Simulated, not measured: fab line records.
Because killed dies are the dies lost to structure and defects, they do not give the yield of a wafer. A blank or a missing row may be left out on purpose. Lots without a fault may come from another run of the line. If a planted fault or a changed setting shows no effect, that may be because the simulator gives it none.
Matching of chambers ; flow nand-harc ; NHARC_A_STAIRCASE_CMP_152 on cmp-01: 4 sister chambers
The step polishes. 8 wafers are shown with their chamber, then 8 later ones without.

EACH WAFER AND ITS CHAMBER
wafer;chamber;motor-current-A (A)
L545.6;0;12.2
L549.4;0;11.9
L551.2;3;12.7
L551.4;2;13.5
L552.3;1;14.0
L552.4;3;13.0
L552.6;2;13.0
L558.1;1;13.8

WAFERS WHOSE CHAMBER IS MISSING
wafer;motor-current-A (A)
L558.4;13.4
L558.6;11.9
L563.1;12.9
L563.2;12.5
L563.5;11.6
L567.1;11.7
L567.5;13.0
L567.6;12.7

THE CHAMBER EACH PASSED THROUGH
wafer;from the rows above;in truth
L558.4;can't be placed: 2 or 1 or 3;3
L558.6;0;0
L563.1;can't be placed: 3 or 2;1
L563.2;can't be placed: 3 or 0 or 2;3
L563.5;0;0
L567.1;0;0
L567.5;can't be placed: 3 or 2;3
L567.6;can't be placed: 3 or 2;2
Placed correctly: 3 of 8. Unplaceable from these rows: 5, with the true chamber sitting among the candidates in 4. Placed wrongly: 0.
How it was worked out, from the rows above alone: a wafer's distance from a chamber is the root of the sum, over the readings, of the square of ((its reading less the chamber's mean) divided by the reading's scatter). If the next closest chamber is less than 2 further off than the closest, the wafer can't be placed; otherwise it belongs to the closest. For every chamber, the mean is computed from those of its wafers that are shown. The scatter is the square root of a quotient: the sum, over the shown wafers, of each reading's squared deviation from its chamber's mean, divided by wafers minus chambers.
